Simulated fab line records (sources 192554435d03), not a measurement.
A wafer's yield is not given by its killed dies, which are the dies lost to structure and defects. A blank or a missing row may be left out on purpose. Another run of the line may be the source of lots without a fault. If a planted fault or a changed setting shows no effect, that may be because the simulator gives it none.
Comparing a struck lot with a sound one ; flow n5Finfet ; 15 out of 1938 route steps
Sound: the wafers L649.3, L649.4, L649.6. The struck wafers were L664.1, L664.5, L664.6. The cause is named last.
Per side, at each step with rows, come the tool, then ch with its chambers, and then its first start. Under that, the readings that differ: sound wafers ; struck wafers ; difference of the means ; sigmas: that difference in standard deviations of wafers without a fault.
alike: a reading whose means differ by less than 2 such deviations, as well as words and numbers matching on both sides. not compared: withheld readings; readings where some wafer has no value; bounds like >300 that might hide an equal value; numbers whose values overlap and for which the record gives no deviation.
The two part at a step that has a row with sigmas, a row that says differs or no value, or rows on one side only. Numbers that don't overlap but have no deviation are shown without sigmas and don't part them. A reading missing from all wafers of one side parts the sides only when that side holds two or more wafers.

first, 1 step without rows for these wafers: N5_FIN_SAQP_STRIP_74 (strips in CHF3/O2).
N5_FIN_SAQP_MANDREL_ETCH_22: etches a-Si in HBr/Cl2, stops on SiNx, target depth 60 nm, bt time 10 s, time 30 s.
  sound on rieSi-03 ch 1,2, day 2 16:10; struck on rieSi-02 ch 0,1, day 6 10:10
  alike: drypumpMotorCurrentA, heBacksideLeakSccm, oesProductAu, rfFwdPowerW, throttleValvePct
  not compared: rfHoursCounterH
N5_FIN_SAQP_STRIP_55: strips in N2/H2.
  sound on rieDiel-05 ch 2,3, day 2 16:16; struck on rieDiel-02 ch 2,3, day 6 10:16
reading;sound;struck;difference;sigmas
throttleValvePct (%);18.69 18.72 18.65;19.41 19.39 19.21;+0.65;+2
  alike: drypumpMotorCurrentA, oesProductAu, rfVppV, showerheadPlenumPTorr
  not compared: rfHoursCounterH
then, 3 steps without rows for these wafers: N5_FIN_SAQP_STRIP_23 (strips in SPM, time 750 s); N5_FIN_SAQP_SRD_66 (time 30 s); N5_FIN_SAQP_RECESS_75 (chemistry HF/NH3, target SiO2, target depth 14.4 nm, afs cycles 3, sublimation time 60 s).
N5_FIN_SAQP_SPACER1_ALD_24: deposits SiO2, target thk 20.3 nm, pulse time 1 s, purge time 2 s.
  sound on aldSin-01 ch 0,2, day 2 17:30; struck on aldSin-04 ch 1,2, day 6 11:13
  alike: heaterPowerW, precursorPulseHeightRel
N5_FIN_SAQP_SPACER1_ETCHBACK_25: etches SiO2 in CHF3/O2, target depth 24.4 nm, time 12.2 s.
  sound on rieDiel-02 ch 0,1,2, day 2 18:14; struck on rieDiel-04 ch 0,1,2, day 6 11:56
  alike: O2_flow_sccm, drypumpMotorCurrentA, mfcArSccm, oesProductAu, rfVppV, showerheadPlenumPTorr, throttleValvePct
  not compared: rfHoursCounterH
then, 1 step without rows for these wafers: N5_FIN_SAQP_MANDREL1_REMOVE_56 (chemistry HBr/Cl2/O2, target a-Si, stops on SiNx, bt time 10 s).
N5_FIN_SAQP_CD_MEAS_27 targets a cd of 20 nm.
  sound on cdSem-02 ch 0, day 2 18:26; struck on cdSem-03 ch 0, day 6 12:08
  alike: cdNm
then, 1 step without rows for these wafers: N5_FIN_SAQP_ETCH_57 (etches SiNx in CH3F/O2, target depth 32.5 nm, time 46.4 s).
N5_FIN_SAQP_ETCH_65: etches SiO2 in CF4, target depth 4 nm, time 4.4 s.
  sound on rieSi-02 ch 1,3, day 2 18:35; struck on rieSi-03 ch 1,2,3, day 6 12:17
  alike: drypumpMotorCurrentA, heBacksideLeakSccm, oesProductAu, rfFwdPowerW, throttleValvePct
  not compared: rfHoursCounterH
N5_FIN_SAQP_MANDREL_ETCH_58: etches a-Si in HBr/Cl2, stops on SiNx, target depth 45 nm, bt time 10 s, time 27 s.
  sound on rieSi-02 ch 1,3, day 2 18:37; struck on rieSi-03 ch 1,2,3, day 6 12:19
reading;sound;struck;difference;sigmas
rfFwdPowerW (W);796.2 791.6 788.9;312.0 317.3 317.6;-476.6;-99 or more
  alike: drypumpMotorCurrentA, heBacksideLeakSccm, oesProductAu, throttleValvePct
  not compared: rfHoursCounterH
then, 1 step without rows for these wafers: N5_FIN_SAQP_RECESS_63 (chemistry HF/NH3, target SiO2, target depth 18 nm, afs cycles 3, sublimation time 60 s).
-- a jump in the record: the struck wafers' starts before and after are 11 days apart (it breaks off in module FIN_SAQP and resumes in module PASSIVATION, where the first step shown is number 1936 of the route) --
N5_PASSIVATION_PROBE_49:
  sound: prober-02 at day 15 21:05; struck: prober-01 at day 17 23:42
reading;sound;struck;difference;sigmas
killedOnRim;12 7 9;16 18 20;+9;+2
  alike: killed_at_M0_to_M3, killed_at_M4_up, killedAtContacts, killedAtFrontEnd, killedAtOther, killedDies, killedOpen, killedShort

== WHERE THEY PART ==
Last at N5_PASSIVATION_PROBE_49 as far as this record goes, first at N5_FIN_SAQP_STRIP_55.

WHY: whatever the simulator had introduced
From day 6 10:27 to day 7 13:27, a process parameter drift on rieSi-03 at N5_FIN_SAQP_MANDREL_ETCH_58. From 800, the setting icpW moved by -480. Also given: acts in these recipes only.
